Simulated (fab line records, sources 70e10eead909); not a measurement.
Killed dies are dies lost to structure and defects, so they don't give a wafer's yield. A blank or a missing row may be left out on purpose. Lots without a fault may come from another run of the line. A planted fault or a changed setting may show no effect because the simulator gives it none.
Which tool did it? | flow nand_harc | 6 lots, 18 wafers sampled, at 1 step of a route of 1302

WHAT THE GAUGES READ, wafer by wafer
NHARC_A_ONON_D2_THK_MEAS_02: measures by ellipsometry.
lot  | measured     | on            | thk_nm (nm)
L794 | day 13 14:11 | film_metro-02 | 1009 1007 1009
L796 | day 14 00:53 | film_metro-02 | 994 996 994
L805 | day 18 06:21 | film_metro-01 | 1001 1004 1003
L810 | day 19 14:56 | film_metro-01 | 1001 1001 1002
L811 | day 20 11:17 | film_metro-02 | 1015 1014 1014
L813 | day 21 09:03 | film_metro-02 | 988 988 987

WHICH TOOL RAN EACH LOT (tool, then ch and the chambers of the sampled wafers, then the start)
The record holds no process step before these readings.

THE ANSWER, worked out from the rows above alone
Rule: what is usual is taken from the lots themselves. Put in order of their means at a reading, lots are off if they are a third of the lots or fewer, leave a main group of 4 or more, and stand apart from it by a gap of 3 or more times the standard deviation of the main group's means; of several such gaps the widest counts. A main group whose means are all the same, to the digits that the tables above print for the reading, isn't used. A lot without any number at a reading at which 4 lots or more have one is off too. The other lots that the step has rows for count as sound.
No lot is off at any reading shown: from this, nothing can be told.

WHAT THE SIMULATOR HAD PUT IN
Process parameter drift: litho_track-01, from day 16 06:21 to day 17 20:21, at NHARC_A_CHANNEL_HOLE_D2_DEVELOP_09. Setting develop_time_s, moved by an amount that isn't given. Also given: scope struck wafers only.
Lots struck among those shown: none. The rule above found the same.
